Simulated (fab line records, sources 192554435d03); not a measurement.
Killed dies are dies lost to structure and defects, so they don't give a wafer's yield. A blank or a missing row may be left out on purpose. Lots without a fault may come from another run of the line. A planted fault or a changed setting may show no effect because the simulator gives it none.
Chamber matching | flow n5_finfet | N5_BEOL_M11_DESCUM_16 on rie_diel-03: 4 sister chambers
The step chemistry O2, time 7.9 s. 4 wafers are shown with their chamber, then 9 later ones without.

WAFERS WITH THEIR CHAMBER
wafer  | chamber | throttle_valve_pct (%)
L084.2 | 2       | 20.19
L085.3 | 3       | 20.68
L086.5 | 0       | 20.22
L086.6 | 1       | 20.28

WAFERS WITHOUT THEIR CHAMBER
wafer  | throttle_valve_pct (%)
L089.3 | 20.27
L089.4 | 20.19
L089.5 | 20.28
L097.1 | 20.71
L097.3 | 20.29
L097.6 | 20.23
L096.4 | 20.70
L096.5 | 20.23
L096.6 | 20.31

WHICH CHAMBER EACH WENT THROUGH
wafer  | from the rows above     | in truth
L089.3 | 1                       | 1
L089.4 | can't be placed: 2 or 0 | 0
L089.5 | 1                       | 1
L097.1 | 3                       | 3
L097.3 | 1                       | 1
L097.6 | can't be placed: 0 or 2 | 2
L096.4 | 3                       | 3
L096.5 | can't be placed: 0 or 2 | 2
L096.6 | 1                       | 1
Placed correctly: 6 of 9. Can't be placed from these rows: 3 (the true chamber is among the candidates in 3). Placed wrongly: 0.
How it was worked out, from the rows above alone: a wafer's distance from a chamber is the root of the sum, over the readings, of the square of ((its reading less the chamber's mean) divided by the reading's scatter). The wafer belongs to the nearest chamber; if the next one is less than 2 further off, it can't be placed. A chamber's mean is the mean of its shown wafers. The scatter: with one shown wafer a chamber, the root of the mean of the squares of how far each hidden wafer lies from its nearest shown one.
